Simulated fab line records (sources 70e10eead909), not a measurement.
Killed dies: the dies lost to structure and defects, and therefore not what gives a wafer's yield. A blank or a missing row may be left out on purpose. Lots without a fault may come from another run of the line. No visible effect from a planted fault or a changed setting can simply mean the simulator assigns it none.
The tool behind it: which one? | flow nandHarc | Sampling: 13 lots, 39 wafers, 5 of 1302 route steps

## WHAT THE GAUGES READ, wafer by wafer
NHARC_A_BONDPAD_THK_MEAS_20: measures by xrf. Usual: thkNm 170.0 nm, standard deviation 1.5.
lot  | measured     | on           | thkNm (nm)        | flag
L775 | day 23 22:29 | filmMetro-01 | 168.8 169.9 171.9 | 
L777 | day 24 03:49 | filmMetro-01 | 168.6 171.1 169.2 | 
L778 | day 24 18:13 | filmMetro-01 | 169.1 170.3 167.5 | 
L780 | day 25 01:44 | filmMetro-02 | 171.9 169.1 169.7 | 
L786 | day 27 07:44 | filmMetro-01 | 169.2 169.6 170.6 | 
L787 | day 28 04:34 | filmMetro-02 | 171.5 169.6 171.6 | 
L788 | day 29 01:43 | filmMetro-01 | 173.1 170.2 171.7 | 
L789 | day 29 03:29 | filmMetro-01 | 171.0 169.1 169.9 | 
L790 | day 29 19:58 | filmMetro-02 | 169.7 170.0 169.3 | 
L793 | day 30 18:22 | filmMetro-02 | 168.9 169.5 168.6 | 
L795 | day 31 16:38 | filmMetro-01 | 167.8 170.5 172.5 | 
L796 | day 32 03:23 | filmMetro-02 | 170.9 167.8 169.7 | 
L797 | day 32 17:08 | filmMetro-02 | 168.4 170.3 170.8 | 

NHARC_END_SORT_01. Usual: value, then standard deviation, for each; defectLimitedYield 90.7 % / 2.9; killedAtArray 58 / 20; killedAtOther 1.0 / 1.2; killedAtPeriphery 4.1 / 3; killedDies 63 / 20; killedOpen 3.2 / 1.7; killedShort 2.5 / 1.5.
lot  | measured     | on        | defectLimitedYield (%) | killedAtArray | killedAtOther | killedAtPeriphery | killedDies | killedOpen | killedShort | flag
L778 | day 26 00:04 | prober-01 | 89.7 79.6 80.6         | 28 24 24      | 3 3 3         | 39 111 104        | 70 138 131 | 1 3 2      | 6 4 3       | OFF
L780 | day 26 05:01 | prober-02 | 80.1 80.9 88.8         | 27 24 21      | 2 1 1         | 106 104 54        | 135 129 76 | 1 2 8      | 4 4 2       | OFF

## WHAT TOOL EACH LOT RAN ON (gives the tool, then ch and the chambers of the sampled wafers, and finally the start)
lot  | NHARC_P_M1_ETCH_28                | NHARC_A_M1_DEGAS_29         | NHARC_A_BONDPAD_CMP_29
L775 | rieDiel-09 ch 0,1, day 6 17:20    | pvdSputter-03, day 23 16:24 | cmp-02 ch 1,2,3, day 23 19:10
L777 | rieDiel-09 ch 1,2,3, day 7 12:22  | pvdSputter-03, day 23 21:47 | cmp-02 ch 0,3, day 24 00:27
L778 | rieDiel-09 ch 1,2, day 7 23:19    | pvdSputter-01, day 24 12:10 | cmp-01 ch 1,2,3, day 24 14:51
L780 | rieDiel-09 ch 0,3, day 8 13:33    | pvdSputter-02, day 24 19:38 | cmp-01 ch 0,2,3, day 24 22:20
L786 | rieDiel-09 ch 0,1,3, day 11 03:57 | pvdSputter-02, day 27 01:43 | cmp-01 ch 0,3, day 27 04:22
L787 | rieDiel-09 ch 1,2, day 11 14:23   | pvdSputter-03, day 27 22:24 | cmp-02 ch 0,3, day 28 01:10
L788 | rieDiel-03 ch 1,2, day 12 06:30   | pvdSputter-02, day 28 19:31 | cmp-02 ch 2,3, day 28 22:20
L789 | rieDiel-07 ch 0,2,3, day 12 10:16 | pvdSputter-03, day 28 21:27 | cmp-04 ch 0,2,3, day 29 00:07
L790 | rieDiel-09 ch 0,1,2, day 12 22:41 | pvdSputter-03, day 29 13:50 | cmp-02 ch 1,2,3, day 29 16:31
L793 | rieDiel-09 ch 2,3, day 14 00:11   | pvdSputter-03, day 30 12:20 | cmp-04 ch 1,2,3, day 30 15:02
L795 | rieDiel-03 ch 0,1,3, day 14 19:54 | pvdSputter-01, day 31 10:34 | cmp-04 ch 0,2,3, day 31 13:17
L796 | rieDiel-09 ch 0,1,3, day 15 16:33 | pvdSputter-01, day 31 20:59 | cmp-04 ch 1,2,3, day 31 23:40
L797 | rieDiel-03 ch 0,1,3, day 16 00:17 | pvdSputter-03, day 32 10:55 | cmp-04 ch 0,1,3, day 32 13:44
- NHARC_P_M1_ETCH_28: etches the open film in CF4/N2, target depth 30 nm, time 72.99 s.
- NHARC_A_M1_DEGAS_29: time 60 s.
- NHARC_A_BONDPAD_CMP_29: polishes SiCN, target thk 200 nm.

## WHAT THE TOOLS THEMSELVES READ (means of the sampled wafers that have a number; where no wafer has one, the mark that the record gives instead)
NHARC_P_M1_ETCH_28. Usual: drypumpMotorCurrentA 5.6 A, standard deviation 0.37; oesProductAu 1.000 a.u., standard deviation 0.0098; rfVppV 313.7 V, standard deviation 2.1; showerheadPlenumPTorr 2.61 Torr, standard deviation 0.12; throttleValvePct 19.795 %, standard deviation 0.009.
lot  | tool       | drypumpMotorCurrentA (A) | oesProductAu (a.u.) | rfVppV (V) | showerheadPlenumPTorr (Torr) | throttleValvePct (%) | flag
L775 | rieDiel-09 | 5.6                      | 0.997               | 313.8      | 2.54                         | 19.796               | 
L777 | rieDiel-09 | 5.5                      | 1.004               | 314.1      | 2.57                         | 19.797               | 
L778 | rieDiel-09 | 5.4                      | 0.999               | 313.8      | 2.58                         | 19.789               | 
L780 | rieDiel-09 | 6.0                      | 0.988               | 312.5      | 2.58                         | 19.788               | 
L786 | rieDiel-09 | 5.7                      | 0.995               | 311.9      | 2.53                         | 19.781               | 
L787 | rieDiel-09 | 5.4                      | 0.994               | 313.8      | 2.58                         | 19.789               | 
L788 | rieDiel-03 | 5.8                      | 1.012               | 312.1      | 2.55                         | 19.789               | 
L789 | rieDiel-07 | 5.5                      | 1.007               | 315.9      | 2.71                         | 19.791               | 
L790 | rieDiel-09 | 5.8                      | 0.992               | 314.2      | 2.64                         | 19.802               | 
L793 | rieDiel-09 | 5.6                      | 1.001               | 314.6      | 2.66                         | 19.791               | 
L795 | rieDiel-03 | 5.6                      | 1.001               | 313.0      | 2.54                         | 19.793               | 
L796 | rieDiel-09 | 5.7                      | 0.995               | 312.4      | 2.52                         | 19.797               | 
L797 | rieDiel-03 | 5.6                      | 1.003               | 312.4      | 2.54                         | 19.796               | 

NHARC_A_M1_DEGAS_29. Usual: heaterPowerW 336 W, standard deviation 26.
lot  | tool          | heaterPowerW (W) | flag
L775 | pvdSputter-03 | 345              | 
L777 | pvdSputter-03 | 335              | 
L778 | pvdSputter-01 | 303              | 
L780 | pvdSputter-02 | 323              | 
L786 | pvdSputter-02 | 337              | 
L787 | pvdSputter-03 | 344              | 
L788 | pvdSputter-02 | 345              | 
L789 | pvdSputter-03 | 350              | 
L790 | pvdSputter-03 | 336              | 
L793 | pvdSputter-03 | 355              | 
L795 | pvdSputter-01 | 346              | 
L796 | pvdSputter-01 | 325              | 
L797 | pvdSputter-03 | 350              | 

NHARC_A_BONDPAD_CMP_29. Usual: motorCurrentA 11.9 A, standard deviation 1.
lot  | tool   | motorCurrentA (A) | flag
L775 | cmp-02 | 12.5              | 
L777 | cmp-02 | 11.8              | 
L778 | cmp-01 | 11.0              | 
L780 | cmp-01 | 11.4              | 
L786 | cmp-01 | 11.5              | 
L787 | cmp-02 | 11.5              | 
L788 | cmp-02 | 12.2              | 
L789 | cmp-04 | 11.8              | 
L790 | cmp-02 | 13.1              | 
L793 | cmp-04 | 12.2              | 
L795 | cmp-04 | 11.6              | 
L796 | cmp-04 | 12.0              | 
L797 | cmp-04 | 11.9              | 

## THE ANSWER, worked out from the rows above alone
Rule: a lot is off if the mean of its wafers that have a number lies more than 3 standard deviations from the usual mean. A lot without any number at a reading at which 4 lots or more have one is off too. The other lots that the step has rows for count as sound. After the gauges, taken in route order, come the tools' own readings; for these a lot's mean is taken, as printed above. The first step at which some lot is off is used, and at that step the reading that is off furthest; a lot without a number counts as furthest.
Off at NHARC_END_SORT_01 (killedAtPeriphery): L778, L780. Neither off nor sound, because the step has no rows for them: L775, L777, L786, L787, L788, L789, L790, L793, L795, L796, L797.
A tool fits if, at a process step before that reading, it ran every lot that is off, and no sound lot after the first of them. Those tools and the gauges at NHARC_END_SORT_01 are tried in the same way. This does not decide it: 2 tools fit, namely rieDiel-09 at NHARC_P_M1_ETCH_28 and cmp-01 at NHARC_A_BONDPAD_CMP_29.

## WHAT WAS PUT IN BY THE SIMULATOR
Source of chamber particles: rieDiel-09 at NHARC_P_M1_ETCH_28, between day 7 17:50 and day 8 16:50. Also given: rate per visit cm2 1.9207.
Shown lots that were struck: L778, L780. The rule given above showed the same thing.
